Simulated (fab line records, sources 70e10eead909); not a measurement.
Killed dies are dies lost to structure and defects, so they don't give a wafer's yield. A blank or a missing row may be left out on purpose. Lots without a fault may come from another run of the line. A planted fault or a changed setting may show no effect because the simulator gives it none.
fab line records | flow nand_harc
record lots=13 wafers=37 last_day=25
route steps=1159 shown A_SLIT@797 A_WL_FILL@814 END@1159
lots that met no fault: from a run of the same line without faults
start_h: hours from the record's first day to the start of the lot's first wafer shown | wait_h: hours since the lot's step before | " the same as in the row above | L1.1+2: a row that stands for several wafers | - no value, or no start given | * or withheld: withheld | < > ~ a bound
route shown NAME@n: a module of which the file shows steps, and the number in the route of the first | usual: mean/standard deviation of fault-free wafers | same: alike in all rows | chamber/n: place in a boat | sites: the reading at each site | _std_site: their standard deviation | _edge_site: outer sites' mean less inner sites' | radius_mm: how far each site lies from the wafer's centre | mask NAME#n: copy n | behind: the tool/chamber that last shaped the wafer | hold: why the lot was held/for how many hours/how that ended | device: the transistor (n, p or np) that didn't switch | end of line: the same wafers' tests at the end of the route | a step without rows: its recipe alone | killed: dies lost to structure and defects at the first sort, not the wafer's yield | map: a wafer's dies, x killed, . not, _ none there
set.NAME: the setting as run; set.NAME@STEP: as run at that earlier step | model.NAME: the simulator's own value behind a step, which no gauge read
steps of the route over a sample of lots; a table a step, a row a wafer
services: from which hour (start_h, from the record's first day; less than 0 if before it) a tool's chamber was out of use, for how many hours, and why
## steps
# step NHARC_A_SLIT_ETCH_26
# recipe bias_v=400 source_w=2000 pressure_mtorr=25 time_s=90 ar_flow_sccm=375 c4f8_flow_sccm=41.7 o2_flow_sccm=83.3 target_depth_a=4000 chemistry=C4F8/O2/Ar
# usual c4f8_flow_sccm=41.71/0.13 drypump_motor_current_A=5.5/0.5 showerhead_plenum_p_Torr=3.811/0.014 throttle_valve_pct=27.621/0.0094
# columns lot.wafer tool chamber start_h wait_h c4f8_flow_sccm drypump_motor_current_A rf_hours_counter_h showerhead_plenum_p_Torr throttle_valve_pct
L389.1 har_etch-02 0 324.29 1.2 41.97 5.5 172 3.829 27.623
L389.2 " 1 " " 41.73 5.0 172 3.818 27.604
L389.6 " 1 " " 41.65 5.0 - 3.818 27.629
L390.2 har_etch-02 1 334.85 1.2 41.55 5.0 174 3.817 27.633
L390.4 " 1 " " 41.68 5.0 - 3.817 27.613
L390.5 " 0 " " 41.45 5.5 - 3.828 27.616
L391.1 har_etch-02 0 336.57 1.0 41.58 5.5 175 3.828 27.606
L391.3 " 0 " " 41.70 5.5 - 3.827 27.624
L391.6 " 1 " " 41.47 5.0 - 3.816 27.612
L393.1 har_etch-01 1 357.65 1.2 41.82 6.4 11 3.835 27.611
L393.2 " 0 " " 41.63 5.3 11 3.835 27.609
L393.4 " 0 " " 41.69 5.3 - 3.836 27.610
L394.1 har_etch-02 0 359.25 1.0 41.67 5.6 190 3.820 27.622
L394.3 " 1 " " 41.60 5.0 - 3.807 27.617
L394.6 " 1 " " 41.70 5.0 - 3.808 27.631
L396.2 har_etch-01 0 359.50 1.0 41.60 5.3 12 3.834 27.613
L396.4 " 1 " " 41.38 6.3 - 3.834 27.636
L396.5 " 0 " " 41.81 5.3 - 3.834 27.624
L399.1 har_etch-02 0 386.42 1.2 41.75 5.5 205 3.811 27.618
L399.2 " 1 " " 41.70 5.0 205 3.799 27.627
L399.6 " 1 " " 41.70 5.0 - 3.800 27.606
L398.2 har_etch-02 0 388.10 1.2 41.54 5.5 206 3.810 27.620
L398.4 " 0 " " 41.46 5.5 - 3.810 27.633
L398.3 " 1 " " 41.65 5.0 - 3.799 27.627
L406.3 har_etch-02 1 426.81 0.8 41.62 5.0 - 3.789 27.620
L406.5 " 0 " " 41.88 5.5 - 3.800 27.615
L405.2 har_etch-02 1 437.61 1.2 41.86 5.0 228 3.787 27.626
L405.6 " 1 " " 41.90 5.0 - 3.786 27.622
L411.1 har_etch-01 0 458.51 1.2 41.74 5.3 56 3.809 27.632
L411.5 " 0 " " 41.88 5.3 - 3.809 27.625
L411.6 " 1 " " 41.71 6.4 - 3.809 27.615
L409.1 har_etch-02 1 458.71 1.2 41.72 5.0 237 3.781 27.648
L409.3 " 0 " " 41.61 5.6 - 3.792 27.629
L409.5 " 0 " " 41.65 5.5 - 3.792 27.631
L412.2 har_etch-01 1 464.25 1.0 41.72 6.4 59 3.807 27.616
L412.4 " 1 " " 41.60 6.4 - 3.807 27.635
L412.5 " 0 " " 41.93 5.3 - 3.807 27.619
# step NHARC_A_SLIT_ETCH_29
# recipe target_depth_a=1000 overetch_a=100 time_s=55 ion_energy_ev=100 cf4_flow_sccm=80 o2_flow_sccm=20 ar_flow_sccm=0 rf_w=300 bias_w=100 chemistry=CF4/O2
# usual drypump_motor_current_A=5.84/0.26 oes_ar_750_au=1.000/0.0043 oes_product_au=0.998/0.014 rf_vpp_V=197.9/1.4 showerhead_plenum_p_Torr=1.34/0.058 throttle_valve_pct=13.397/0.0093
# columns lot.wafer tool chamber start_h wait_h drypump_motor_current_A oes_ar_750_au oes_product_au rf_hours_counter_h rf_vpp_V showerhead_plenum_p_Torr throttle_valve_pct
L389.1 rie_diel-01 3 324.91 0.1 5.82 1.007 0.989 0 195.7 1.33 13.398
L389.2 " 0 " " 6.03 1.003 1.016 0 197.6 1.40 13.388
L389.6 " 3 " " 5.82 0.997 0.991 - 198.8 1.33 13.395
L390.2 rie_diel-09 0 335.50 0.1 5.82 0.993 1.007 6 200.6 1.43 13.388
L390.5 " 0 " " 5.85 0.992 1.002 - 199.8 1.43 13.391
L390.4 " 1 " " 5.61 1.003 1.009 - 197.0 1.28 13.397
L391.1 rie_diel-07 0 337.15 0.1 5.60 0.996 0.978 9 197.8 1.33 13.393
L391.3 " 2 " " 6.05 1.000 1.000 9 197.9 1.34 13.403
L391.6 " 1 " " 5.97 0.993 1.012 - 197.7 1.28 13.388
L393.1 rie_diel-07 0 358.25 0.1 5.61 0.999 0.972 9 197.8 1.33 13.393
L393.4 " 1 " " 5.93 1.002 0.995 9 196.3 1.28 13.393
L393.2 " 3 " " 6.27 0.996 0.984 10 195.5 1.25 13.400
L394.1 rie_diel-09 1 359.84 0.1 5.65 1.001 1.014 8 198.5 1.28 13.400
L394.3 " 3 " " 5.28 0.999 1.001 6 198.7 1.43 13.398
L394.6 " 0 " " 5.80 1.000 1.020 - 200.0 1.43 13.380
L396.2 rie_diel-01 2 360.12 0.1 6.03 1.007 0.987 3 197.6 1.41 13.401
L396.4 " 2 " " 5.97 1.002 1.007 - 200.1 1.41 13.409
L396.5 " 3 " " 5.84 0.996 1.002 - 197.6 1.33 13.413
L399.2 rie_diel-01 0 387.03 0.1 6.08 1.005 1.010 4 200.3 1.39 13.380
L399.1 " 3 " " 5.82 1.002 0.999 4 197.9 1.33 13.409
L399.6 " 0 " " 6.08 1.005 1.021 - 197.9 1.39 13.400
L398.3 rie_diel-09 1 388.72 0.1 5.60 0.996 1.011 10 196.4 1.28 13.394
L398.4 " 3 " " 5.32 0.998 0.987 8 198.2 1.43 13.400
L398.2 " 0 " " 5.79 1.001 1.019 10 198.1 1.43 13.401
L406.3 rie_diel-07 0 427.36 0.1 5.63 0.997 0.973 1 198.2 1.33 13.394
L406.5 " 3 " " 6.26 1.004 1.020 - 196.0 1.25 13.400
L405.2 rie_diel-07 2 438.71 0.5 6.08 0.996 1.000 1 199.5 1.34 13.402
L405.6 " 1 " " 5.94 0.995 0.993 - 197.1 1.28 13.404
L411.1 rie_diel-01 0 459.13 0.1 6.07 1.005 1.011 8 198.7 1.39 13.401
L411.5 " 0 " " 6.06 0.997 1.005 - 199.7 1.39 13.386
L411.6 " 1 " " 5.39 0.992 0.986 - 199.0 1.36 13.400
L409.3 rie_diel-07 1 459.33 0.1 5.98 1.001 0.999 4 196.3 1.28 13.399
L409.1 " 2 " " 6.11 0.994 1.005 3 196.7 1.34 13.382
L409.5 " 0 " " 5.62 1.005 0.985 - 198.3 1.33 13.398
L412.4 rie_diel-07 3 464.84 0.1 6.28 0.998 1.018 3 195.4 1.24 13.402
L412.2 " 0 " " 5.63 1.003 0.978 4 197.9 1.33 13.409
L412.5 " 2 " " 6.09 0.999 0.994 - 196.9 1.34 13.419
# step NHARC_A_SLIT_CD_MEAS_21
# usual cd_nm=289.3/1
# columns lot.wafer tool chamber start_h wait_h cd_nm
L389.1 cd_sem-02 - 325.44 - 290.5
L389.2 " - " " 289.8
L389.6 " - " " 290.3
L390.2 cd_sem-03 - 336.09 - 289.9
L390.4 " - " " 289.7
L390.5 " - " " 289.6
L391.1 cd_sem-01 - 337.68 - 290.5
L391.3 " - " " 288.9
L391.6 " - " " 290.2
L393.1 cd_sem-02 - 358.79 - 288.0
L393.2 " - " " 286.9
L393.4 " - " " 288.3
L394.1 cd_sem-01 - 360.37 - 290.1
L394.3 " - " " 289.4
L394.6 " - " " 288.8
L396.2 cd_sem-01 - 360.72 - 288.9
L396.4 " - " " 289.2
L396.5 " - " " 288.9
L399.1 cd_sem-03 - 387.58 - 289.5
L399.2 " - " " 290.1
L399.6 " - " " 288.6
L398.2 cd_sem-02 - 389.26 - 289.2
L398.3 " - " " 289.2
L398.4 " - " " 289.3
L406.3 cd_sem-02 - 427.90 - 288.3
L406.5 " - " " 288.2
L405.2 cd_sem-02 - 439.24 - 288.9
L405.6 " - " " 290.7
L411.1 cd_sem-01 - 459.67 - 288.7
L411.5 " - " " 289.0
L411.6 " - " " 289.3
L409.1 cd_sem-02 - 459.85 - 288.3
L409.3 " - " " 290.5
L409.5 " - " " 291.0
L412.2 cd_sem-03 - 465.37 - 290.4
L412.4 " - " " 291.5
L412.5 " - " " 288.9
# step NHARC_A_WL_FILL_ETCHBACK_04
# recipe target_depth_a=600 time_s=120 chemistry=NF3
# usual drypump_motor_current_A=5.6/0.32 oes_product_au=1.004/0.0081 run_length_s=141.4/0.41
# columns lot.wafer tool chamber start_h wait_h drypump_motor_current_A oes_product_au rf_hours_counter_h run_length_s
L389.1 rie_metal-02 1 338.56 2.9 6.0 1.014 3.1 141.2
L389.2 " 0 " " 5.8 0.993 3.1 141.2
L389.6 " 0 " " 5.8 0.999 - 140.8
L391.1 rie_metal-03 0 350.63 2.4 5.3 1.019 1.6 141.1
L391.3 " 0 " " 5.3 1.018 - 141.4
L391.6 " 0 " " 5.3 1.012 - 140.9
L390.2 rie_metal-01 0 351.20 2.4 5.1 1.011 0.1 141.6
L390.4 " 0 " " 5.0 1.008 - 141.1
L390.5 " 1 " " 5.6 1.015 - 141.7
L393.1 rie_metal-01 0 374.49 2.4 5.0 1.015 0.9 141.2
L393.2 " 1 " " 5.6 1.006 0.9 142.3
L393.4 " 0 " " 5.0 1.003 - 141.8
L396.2 rie_metal-03 0 375.67 2.3 5.3 1.016 2.5 141.2
L396.4 " 1 " " 5.8 0.999 - 142.0
L396.5 " 1 " " 5.8 1.007 - 141.6
L394.1 rie_metal-01 0 377.30 2.4 5.1 1.000 1.1 141.6
L394.3 " 0 " " 5.1 1.003 - 141.2
L394.6 " 1 " " 5.7 1.008 - 141.8
L399.1 rie_metal-03 1 403.29 2.4 5.8 1.010 2.8 141.7
L399.2 " 0 " " 5.3 1.004 2.8 141.1
L399.6 " 1 " " 5.9 0.990 - 141.6
L398.2 rie_metal-02 0 407.76 2.9 5.8 1.008 0.2 141.3
L398.4 " 0 " " 5.7 1.004 - 140.8
L398.3 " 1 " " 6.0 0.996 - 141.0
L406.3 rie_metal-01 1 445.05 1.5 5.6 1.005 - 133.5
L406.5 " 1 " " 5.6 1.000 - 142.0
L405.2 rie_metal-01 0 451.24 2.9 5.1 0.992 3.0 141.4
L405.6 " 0 " " 5.0 0.987 - 133.3
L409.1 rie_metal-03 1 473.32 2.4 5.8 1.009 0.2 141.8
L409.3 " 0 " " 5.3 0.999 - 141.5
L409.5 " 0 " " 5.3 0.991 - 141.4
L411.1 rie_metal-02 0 476.20 2.9 5.8 0.999 2.2 141.0
L411.6 " 1 " " 6.0 1.005 - 140.9
L411.5 " 0 " " 5.8 1.012 - 140.7
L412.2 rie_metal-03 1 488.41 2.4 5.8 1.017 0.5 142.3
L412.4 " 1 " " 5.8 1.007 - 142.1
L412.5 " 0 " " 5.3 1.001 - 141.2
# step NHARC_END_SORT_01
# recipe temp_c=25
# usual killed_at_array=24/8.7 killed_at_other=0.8/1.2 killed_at_periphery=3.6/2.3 killed_dies=28/8.9 killed_open=3.2/1.9 killed_short=2.0/1.6
# same gross_dies=677
# columns lot.wafer tool chamber start_h wait_h killed_at_array killed_at_other killed_at_periphery killed_dies killed_open killed_short
L393.1 prober-01 0 480.09 2.5 10 0 4 14 5 0
L393.2 prober-01 0 480.89 2.8 13 0 4 17 4 1
L393.4 prober-01 0 482.49 3.4 11 1 4 16 4 1
L396.2 prober-02 0 481.13 2.8 16 0 2 18 4 4
L396.4 prober-02 0 482.72 3.4 18 0 5 23 6 2
L396.5 prober-02 0 483.52 3.7 17 0 1 18 4 2
L394.1 prober-01 0 487.92 2.5 35 1 4 40 1 2
L394.3 prober-01 0 489.50 3.1 26 1 4 31 3 1
L394.6 prober-01 0 491.88 4.0 28 1 2 31 2 2
L398.2 prober-02 0 518.97 2.8 27 4 6 37 5 3
L398.3 prober-02 0 519.78 3.1 18 2 3 23 5 2
L398.4 prober-02 0 520.59 3.4 29 3 7 39 2 2
L405.2 prober-02 0 562.67 2.8 21 0 9 30 3 1
L405.6 prober-02 0 565.81 3.9 35 0 3 38 1 1
L409.1 prober-02 0 569.59 2.5 25 0 2 27 5 1
L409.3 prober-02 0 571.19 3.1 33 0 3 36 3 3
L409.5 prober-02 0 572.80 3.7 39 0 3 42 5 1
# killed by level:class
L393.1 A_CHANNEL_HOLE_D1:chamber_film_flake=4 A_CONTACT:geometric_particle:open=2 P_STI:chamber_film_flake=2 P_CONTACT:geometric_particle:open=1 A_SGD_CUT:geometric_particle:open=1 A_M1:geometric_particle:open=1 P_ZERO_WELL:chamber_film_flake=1 A_STAIRCASE:chamber_film_flake=1
L393.2 A_STAIRCASE:chamber_film_flake=7 A_CHANNEL_HOLE_D1:chamber_film_flake=3 A_SGD_CUT:geometric_particle:open=2 P_GATE:geometric_particle:short=1 P_CONTACT:geometric_particle:open=1 P_M2:geometric_particle:open=1 P_STI:chamber_film_flake=1 A_CONTACT:chamber_film_flake=1
L396.2 A_STAIRCASE:chamber_film_flake=4 A_CONTACT:chamber_film_flake=4 A_WL_FILL:geometric_particle:short=3 P_GATE:geometric_particle:open=1 P_M1:geometric_particle:open=1 A_ONON_D1:geometric_particle:open=1 A_M0:geometric_particle:short=1 A_M0:geometric_particle:open=1
L393.4 A_CHANNEL_HOLE_D1:chamber_film_flake=5 P_STI:chamber_film_flake=3 A_CONTACT:geometric_particle:open=2 P_M1:geometric_particle:open=1 A_M1:geometric_particle:open=1 STARTING-WAFER:geometric_particle:short=1 A_STAIRCASE:chamber_film_flake=1 A_SLIT:chamber_film_flake=1
L396.4 A_CHANNEL_HOLE_D1:chamber_film_flake=5 A_STAIRCASE:chamber_film_flake=4 A_CONTACT:chamber_film_flake=4 P_M0:geometric_particle:open=2 P_GATE:geometric_particle:open=1 P_M1:geometric_particle:open=1 A_ONON_D1:geometric_particle:short=1 A_CONTACT:geometric_particle:open=1
L396.5 A_STAIRCASE:chamber_film_flake=4 A_CONTACT:chamber_film_flake=4 A_M0:geometric_particle:open=2 A_WL_FILL:geometric_particle:short=1 A_WL_FILL:geometric_particle:open=1 A_BLC:geometric_particle:open=1 A_M0:geometric_particle:short=1 P_STI:chamber_film_flake=1
L394.1 A_STAIRCASE:chamber_film_flake=12 A_SLIT:chamber_film_flake=10 A_SGD_CUT:chamber_film_flake=6 A_CHANNEL_HOLE_D1:chamber_film_flake=3 P_CONTACT:geometric_particle:open=1 P_M0:geometric_particle:short=1 A_CHANNEL_FILL_D1:geometric_particle:short=1 P_M0:chamber_film_flake=1
L394.3 A_STAIRCASE:chamber_film_flake=8 A_SGD_CUT:chamber_film_flake=8 A_SLIT:chamber_film_flake=6 A_CHANNEL_HOLE_D1:chamber_film_flake=2 P_CONTACT:geometric_particle:open=1 P_M0:geometric_particle:short=1 P_M1:geometric_particle:open=1 A_BLC:geometric_particle:open=1
L394.6 A_STAIRCASE:chamber_film_flake=7 A_SLIT:chamber_film_flake=7 A_CHANNEL_HOLE_D1:chamber_film_flake=5 A_SGD_CUT:chamber_film_flake=3 A_CONTACT:chamber_film_flake=2 P_M0:geometric_particle:open=1 A_CHANNEL_HOLE_D1:geometric_particle:short=1 A_WL_FILL:geometric_particle:short=1
L398.2 A_SLIT:chamber_film_flake=15 A_CONTACT:chamber_film_flake=4 THIN_TSV:chamber_film_flake=4 A_CHANNEL_HOLE_D1:chamber_film_flake=3 P_STI:geometric_particle:short=1 P_CONTACT:geometric_particle:open=1 P_M0:geometric_particle:short=1 P_M1:geometric_particle:open=1
L398.3 A_SLIT:chamber_film_flake=8 A_CONTACT:chamber_film_flake=3 A_BLC:geometric_particle:open=2 A_CHANNEL_HOLE_D1:chamber_film_flake=2 P_M0:geometric_particle:short=1 P_M2:geometric_particle:open=1 A_CHANNEL_HOLE_D1:geometric_particle:short=1 A_CHANNEL_FILL_D1:geometric_particle:open=1
L398.4 A_SLIT:chamber_film_flake=12 A_CHANNEL_HOLE_D1:chamber_film_flake=8 A_CONTACT:chamber_film_flake=4 P_GATE:chamber_film_flake=3 THIN_TSV:chamber_film_flake=3 P_STI:chamber_film_flake=2 A_WL_FILL:chamber_film_flake=2 P_M0:geometric_particle:open=1
L405.2 A_SLIT:chamber_film_flake=8 A_CHANNEL_HOLE_D1:chamber_film_flake=6 P_M0:chamber_film_flake=4 P_ZERO_WELL:chamber_film_flake=3 A_M0:geometric_particle:open=2 A_CONTACT:chamber_film_flake=2 P_M2:geometric_particle:open=1 A_SGD_CUT:geometric_particle:short=1
L405.6 A_SLIT:chamber_film_flake=13 A_CHANNEL_HOLE_D1:chamber_film_flake=8 A_BLC:chamber_film_flake=6 A_BONDPAD:chamber_film_flake=3 A_CONTACT:chamber_film_flake=2 A_CHANNEL_FILL_D1:geometric_particle:open=1 A_CONTACT:geometric_particle:short=1 P_STI:chamber_film_flake=1
L409.1 A_SLIT:chamber_film_flake=14 A_M1:geometric_particle:open=2 A_STAIRCASE:chamber_film_flake=2 A_CONTACT:chamber_film_flake=2 P_M0:geometric_particle:open=1 A_WL_FILL:geometric_particle:short=1 A_BLC:geometric_particle:open=1 A_M0:geometric_particle:open=1
L409.3 A_SLIT:chamber_film_flake=19 A_CHANNEL_HOLE_D1:chamber_film_flake=4 A_CHANNEL_FILL_D1:chamber_film_flake=2 A_CONTACT:chamber_film_flake=2 P_M0:geometric_particle:short=1 P_M0:geometric_particle:open=1 A_SOURCE_PLATE:geometric_particle:open=1 A_CHANNEL_HOLE_D1:geometric_particle:short=1
L409.5 A_SLIT:chamber_film_flake=21 A_STAIRCASE:chamber_film_flake=4 A_CONTACT:chamber_film_flake=4 A_CHANNEL_HOLE_D1:chamber_film_flake=3 A_WL_FILL:geometric_particle:open=2 P_BONDPAD:geometric_particle:open=1 A_ONON_D1:geometric_particle:short=1 A_ONON_D1:geometric_particle:open=1
## services
# columns tool chamber start_h hours kind
har_etch-01 - 305.00 17.0 pm
rie_diel-07 0 310.70 - clean
rie_diel-07 1 310.70 - clean
rie_diel-07 2 310.70 - clean
rie_diel-07 3 310.70 - clean
rie_diel-01 - 314.82 9.0 pm
har_etch-01 - 331.39 16.1 repair
rie_metal-01 - 332.00 9.0 pm
rie_diel-09 3 334.52 5.4 repair
rie_diel-07 0 335.26 - clean
rie_diel-07 0 343.96 13.7 repair
rie_diel-01 1 355.72 4.7 repair
rie_metal-01 - 381.17 0.7 repair
rie_metal-02 - 388.06 9.0 pm
rie_metal-03 - 396.47 0.5 repair
rie_metal-03 - 401.76 0.6 repair
rie_diel-07 - 405.20 9.0 pm
rie_diel-07 3 430.88 7.1 repair
rie_diel-09 - 431.10 9.0 pm
rie_diel-07 2 432.46 5.2 repair
rie_metal-03 0 450.61 4.3 repair
rie_diel-07 3 451.75 2.3 repair
rie_metal-03 - 453.00 9.0 pm
rie_diel-09 - 458.28 1.2 repair
## key
first_sign step=NHARC_A_WL_FILL_ETCHBACK_04 reading=run_length_s direction=down sigmas=19 usual=* struck=*
effect none on later readings
met_at NHARC_A_WL_FILL_ETCHBACK_04
struck_lots L405,L406
struck_wafers L405.6,L406.3
tester_left_out L405,L406
not_acting_at NHARC_A_SLIT_ETCH_26,NHARC_A_SLIT_ETCH_29,NHARC_A_SLIT_CD_MEAS_21
onset_between 377.30 445.05
fault kind=process_parameter_drift tool=rie_metal-01 chamber=- onset_h=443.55 steps=NHARC_A_WL_FILL_ETCHBACK_04 channel=time_s offset=* shape=step end_h=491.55 scope=struck_wafers_only acts_in=* stated=*
# tester_left_out: of these lots the tester's yield and bins aren't shown, on N5 and GAA mostly nor the transistor test; their killed dies are dies lost to structure and defects alone, not to doping, threshold or leakage, so they don't give the yield
